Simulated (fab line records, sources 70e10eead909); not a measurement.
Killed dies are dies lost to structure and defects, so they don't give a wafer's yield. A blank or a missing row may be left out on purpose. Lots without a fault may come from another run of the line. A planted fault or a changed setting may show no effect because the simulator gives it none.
fab line records | flow nand_harc
record lots=14 wafers=42 last_day=25
route steps=1159 shown A_ONON_D1@442 A_CHANNEL_HOLE_D1@450 END@1159
lots that met no fault: from a run of the same line without faults
start_h: hours from the record's first day to the start of the lot's first wafer shown | wait_h: hours since the lot's step before | " the same as in the row above | L1.1+2: a row that stands for several wafers | - no value, or no start given | * or withheld: withheld | < > ~ a bound
route shown NAME@n: a module of which the file shows steps, and the number in the route of the first | usual: mean/standard deviation of fault-free wafers | same: alike in all rows | chamber/n: place in a boat | sites: the reading at each site | _std_site: their standard deviation | _edge_site: outer sites' mean less inner sites' | radius_mm: how far each site lies from the wafer's centre | mask NAME#n: copy n | behind: the tool/chamber that last shaped the wafer | hold: why the lot was held/for how many hours/how that ended | device: the transistor (n, p or np) that didn't switch | end of line: the same wafers' tests at the end of the route | a step without rows: its recipe alone | killed: dies lost to structure and defects at the first sort, not the wafer's yield | map: a wafer's dies, x killed, . not, _ none there
set.NAME: the setting as run; set.NAME@STEP: as run at that earlier step | model.NAME: the simulator's own value behind a step, which no gauge read
steps of the route over a sample of lots; a table a step, a row a wafer
services: from which hour (start_h, from the record's first day; less than 0 if before it) a tool's chamber was out of use, for how many hours, and why
## steps
# step NHARC_A_ONON_D1_DEP_25
# recipe target_thk_a=10000 n2_flow_sccm=2750 n2o_flow_sccm=2000 nh3_flow_sccm=500 sih4_flow_sccm=210 temp_c=400
# columns lot.wafer tool chamber start_h wait_h
L136.1+3+6 pecvd_onon-04 0 154.99 0.1
L137.2+3+5 pecvd_onon-01 0 178.86 0.1
L138.2+4+6 pecvd_onon-04 0 178.88 0.1
L139.3+4+6 pecvd_onon-03 0 178.93 0.2
L140.2+4+5 pecvd_onon-03 0 196.71 0.1
L141.2+3+4 pecvd_onon-04 0 196.89 0.1
L142.2+3+5 pecvd_onon-04 0 205.26 0.1
L144.1+3+5 pecvd_onon-04 0 220.75 0.1
L146.3+4+6 pecvd_onon-01 0 233.34 0.2
L154.1+3+4 pecvd_onon-01 0 269.55 0.1
L152.2+5+6 pecvd_onon-01 0 269.96 0.1
L155.1+5+6 pecvd_onon-03 0 286.43 0.1
L157.1+3+4 pecvd_onon-04 0 286.70 0.2
L158.2+5+6 pecvd_onon-03 0 296.83 0.1
# step NHARC_A_ONON_D1_THK_MEAS_27
# recipe thk_meas_gauge=ellipsometry
# usual thk_nm=999/7.2
# columns lot.wafer tool chamber start_h wait_h thk_nm
L136.1 film_metro-02 - 155.49 - 1011
L136.3 " - " " 1013
L136.6 " - " " 1012
L137.2 film_metro-02 - 179.31 - 1001
L137.3 " - " " 1000
L137.5 " - " " 999
L139.3 film_metro-01 - 179.32 - 1006
L139.4 " - " " 1006
L139.6 " - " " 1007
L138.2 film_metro-02 - 179.34 - 997
L138.4 " - " " 996
L138.6 " - " " 998
L140.2 film_metro-02 - 197.16 - 996
L140.4 " - " " 995
L140.5 " - " " 995
L141.2 film_metro-02 - 197.35 - 996
L141.3 " - " " 999
L141.4 " - " " 996
L142.2 film_metro-01 - 205.72 - 989
L142.3 " - " " 990
L142.5 " - " " 988
L144.1 film_metro-01 - 221.26 - 1003
L144.3 " - " " 1003
L144.5 " - " " 1004
L146.3 film_metro-01 - 233.73 - 1005
L146.4 " - " " 1004
L146.6 " - " " 1002
L154.1 film_metro-01 - 270.06 - 662
L154.3 " - " " 661
L154.4 " - " " 661
L152.2 film_metro-02 - 270.41 - 682
L152.5 " - " " 680
L152.6 " - " " 682
L155.1 film_metro-01 - 286.94 - 991
L155.5 " - " " 991
L155.6 " - " " 991
L157.1 film_metro-01 - 287.22 - 1002
L157.3 " - " " 1001
L157.4 " - " " 999
L158.2 film_metro-01 - 297.29 - 998
L158.5 " - " " 997
L158.6 " - " " 995
# step NHARC_A_CHANNEL_HOLE_D1_DEP_00
# recipe target_thk_a=31000 temp_c=400 material=aC
# usual throttle_valve_pct=34.999/0.0085
# columns lot.wafer tool chamber start_h wait_h throttle_valve_pct
L136.1 acl_dep-01 0 157.25 0.6 35.005
L136.3 " 0 " " 35.007
L136.6 " 0 " " 35.011
L137.2 acl_dep-01 0 183.99 3.5 35.008
L137.3 " 0 " " 34.986
L137.5 " 0 " " 35.001
L139.3 acl_dep-02 0 184.34 3.9 35.002
L139.4 " 0 " " 35.010
L139.6 " 0 " " 34.992
L138.2 acl_dep-03 0 184.71 4.2 34.992
L138.4 " 0 " " 34.996
L138.6 " 0 " " 34.993
L140.2 acl_dep-01 0 201.38 3.1 35.013
L140.4 " 0 " " 35.020
L140.5 " 0 " " 34.996
L141.2 acl_dep-02 0 201.82 3.3 34.993
L141.3 " 0 " " 35.010
L141.4 " 0 " " 35.006
L142.2 acl_dep-03 0 209.08 2.2 34.990
L142.3 " 0 " " 35.009
L142.5 " 0 " " 34.997
L144.1 acl_dep-01 0 222.46 0.1 34.998
L144.3 " 0 " " 34.989
L144.5 " 0 " " 34.999
L146.3 acl_dep-01 0 237.86 2.9 35.000
L146.4 " 0 " " 34.998
L146.6 " 0 " " 34.983
L155.1 acl_dep-03 0 292.60 4.5 35.010
L155.5 " 0 293.89 5.8 34.993
L155.6 " 0 " " 35.010
L157.1 acl_dep-02 0 294.01 5.7 34.999
L157.3 " 0 " " 35.008
L157.4 " 0 " " 35.004
L158.2 acl_dep-02 0 307.10 8.7 35.016
L158.5 " 0 " " 35.003
L158.6 " 0 " " 34.996
# step NHARC_END_SORT_01
# recipe temp_c=25
# usual killed_at_array=30/10 killed_at_other=0.5/0.82 killed_at_periphery=2.9/2 killed_dies=34/11 killed_open=3.2/1.8 killed_short=2.0/1.4
# same gross_dies=677
# columns lot.wafer tool chamber start_h wait_h killed_at_array killed_at_other killed_at_periphery killed_dies killed_open killed_short
L152.2 prober-02 0 560.50 2.8 674 1 2 677 2 1
L152.5 prober-02 0 562.93 3.7 672 3 2 677 3 4
L152.6 prober-02 0 563.73 4.0 673 1 3 677 5 7
# killed by level:class
L152.2 A_ONON_D1:area_dep=639 A_CHANNEL_HOLE_D1:chamber_film_flake=16 A_SGD_CUT:chamber_film_flake=6 A_STAIRCASE:chamber_film_flake=4 A_CONTACT:chamber_film_flake=4 A_BLC:chamber_film_flake=3 P_M0:geometric_particle:open=1 P_M1:geometric_particle:open=1
L152.5 A_ONON_D1:area_dep=642 A_CHANNEL_HOLE_D1:chamber_film_flake=14 A_SGD_CUT:chamber_film_flake=3 A_CONTACT:chamber_film_flake=3 A_CONTACT:geometric_particle:open=2 P_ZERO_WELL:chamber_film_flake=2 THIN_TSV:chamber_film_flake=2 A_SOURCE_PLATE:geometric_particle:short=1
L152.6 A_ONON_D1:area_dep=627 A_CHANNEL_HOLE_D1:chamber_film_flake=13 A_SGD_CUT:chamber_film_flake=7 A_CONTACT:chamber_film_flake=6 A_STAIRCASE:chamber_film_flake=4 A_BLC:chamber_film_flake=3 A_SGD_CUT:geometric_particle:short=2 A_M0:geometric_particle:open=2
## services
# columns tool chamber start_h hours kind
pecvd_onon-03 - 153.00 13.0 pm
pecvd_onon-04 - 157.34 0.1 repair
acl_dep-02 - 170.72 13.0 pm
pecvd_onon-01 - 195.49 13.0 pm
acl_dep-03 - 225.55 13.0 pm
pecvd_onon-04 - 237.16 13.0 pm
acl_dep-01 - 280.99 9.9 repair
acl_dep-01 - 294.98 13.0 pm
## key
first_sign step=NHARC_A_ONON_D1_THK_MEAS_27 reading=thk_nm direction=down sigmas=45 usual=999 struck=671
effect step=NHARC_END_SORT_01 reading=killed_at_array direction=up sigmas=62 usual=30 struck=673
more_kills_born_at NHARC_A_ONON_D1_DEP_25@pecvd_onon-01=1908
met_at NHARC_A_ONON_D1_DEP_25
struck_lots L152,L154
rows_end L154.1,L154.3,L154.4
later_rows_left_out L152.2,L152.5,L152.6
tester_left_out L152
not_acting_at NHARC_A_CHANNEL_HOLE_D1_DEP_00
onset_between 233.34 269.55
fault kind=process_parameter_drift tool=pecvd_onon-01 chamber=- onset_h=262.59 steps=NHARC_A_ONON_D1_DEP_25 channel=target_thk_a offset=* shape=step end_h=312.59 acts_in=* stated=*
# tester_left_out: of these lots the tester's yield and bins aren't shown, on N5 and GAA mostly nor the transistor test; their killed dies are dies lost to structure and defects alone, not to doping, threshold or leakage, so they don't give the yield
# later_rows_left_out: the simulator's readings of these wafers behind a module that went badly wrong aren't trusted and aren't shown, but for the sort
# rows_end: these wafers met a further fault down the route, and their rows from its step on are left out
